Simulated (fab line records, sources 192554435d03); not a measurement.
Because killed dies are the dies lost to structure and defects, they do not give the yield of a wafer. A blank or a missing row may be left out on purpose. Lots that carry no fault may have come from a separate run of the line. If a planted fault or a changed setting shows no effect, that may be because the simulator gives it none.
Split-lot experiment | flow n5 finfet | on a route of 1938 steps: 7 lots, 21 wafers read

THE SPLIT
At N5_BEOL_M3_ETCH_64 (etches SOC in N2/H2, target depth 75 nm, overetch 15 nm, time 112.5 s), the setting bias w was moved away from the recipe's 150 W on 11 of the 21 wafers read, by -14.8% to +15.2%. All remaining wafers had this setting at the recipe value.

Reading taken at the split's own step.

THE READING
rf vpp V, in V, at N5_BEOL_M3_ETCH_64 (etches SOC in N2/H2, target depth 75 nm, overetch 15 nm, time 112.5 s). Fault-free wafers of this fab line usually give 523.8 V, standard deviation 2.3 V.

wafer  | tool, chamber at the split | bias w as run, W | against the recipe | rf vpp V, V | against lot-mates on the recipe
L079.4 | rie diel-02, 2             | 150              | recipe             | 524.3       | -
L079.5 | rie diel-02, 1             | 150              | recipe             | 525.8       | -
L079.6 | rie diel-02, 0             | 127.8            | -14.8%             | 475.3       | -49.7
L078.1 | rie diel-02, 2             | 130.3            | -13.1%             | 481.0       | -43.2
L078.2 | rie diel-02, 0             | 150              | recipe             | 524.2       | -
L078.6 | rie diel-02, 2             | 130.3            | -13.1%             | 479.6       | -44.6
L082.2 | rie diel-06, 2             | 150              | recipe             | 522.7       | -
L082.4 | rie diel-06, 0             | 150              | recipe             | 522.1       | -
L082.6 | rie diel-06, 3             | 150              | recipe             | 521.6       | -
L088.2 | rie diel-06, 0             | 169.3            | +12.9%             | 564.2       | +43.4
L088.5 | rie diel-06, 3             | 150              | recipe             | 519.7       | -
L088.6 | rie diel-06, 1             | 150              | recipe             | 522.0       | -
L090.2 | rie diel-06, 3             | 138.2            | -7.9%              | 494.1       | -27.3
L090.3 | rie diel-06, 1             | 150              | recipe             | 521.4       | -
L090.6 | rie diel-06, 3             | 138.2            | -7.9%              | 495.4       | -26.0
L092.1 | rie diel-05, 0             | 128.8            | -14.1%             | 478.9       | no lot-mate on the recipe
L092.5 | rie diel-05, 0             | 128.8            | -14.1%             | 479.4       | no lot-mate on the recipe
L092.6 | rie diel-05, 3             | 128.8            | -14.1%             | 477.1       | no lot-mate on the recipe
L094.3 | rie diel-02, 2             | 150              | recipe             | 524.0       | -
L094.5 | rie diel-02, 0             | 172.8            | +15.2%             | 572.1       | +48.1
L094.6 | rie diel-02, 3             | 172.8            | +15.2%             | 571.8       | +47.8

THE FIT
A straight line over all 21 wafers: rf vpp V changes by +3.22 V for each +1% of bias w; r = +1.00; the points scatter about the line by 1.7 V.
The same after taking each lot's own level away (the mean of its wafers on the recipe; 18 wafers): +3.28 V for each +1%; r = +1.00; scatter 1 V.
Per that fit: largest bias w move, reading shift of 50 V.
From 520.85 to 525.05 V: that is the span of the lots' own levels, equal to 1.8 times the standard deviation above.
Consequently the slope shifts little with the lot-to-lot level, the two slopes agreeing.
Check: +50 V against its lot-mates is what the line predicts for one of the wafers moved furthest among these (+15.2%) when that wafer is left out of the fit. It came out at +48.1 V against them.
Tool readings at the split's step, against how far the setting was moved: rf vpp V r = +1.00.

THE WHOLE CHAIN: every reading that the file lists as answering this split, in the file's order
step               | what it does                                                          | reading                                                                          | change (the file's fit)                | r (the file's)
N5_BEOL_M3_ETCH_64 | etches SOC in N2/H2, target depth 75 nm, overetch 15 nm, time 112.5 s | rf vpp V                                                                         | +3.3 V for each +1% of the setting     | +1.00
N5_BEOL_M3_ETCH_64 | etches SOC in N2/H2, target depth 75 nm, overetch 15 nm, time 112.5 s | SiARC_of_BEOL_M3_COAT_62.thk nm (the simulator's own value, which no gauge read) | -0.0655 nm for each +1% of the setting | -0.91

THE FILE'S OWN FIT
rf vpp V changes by +3.3 V for each +1% of bias w, r = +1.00.
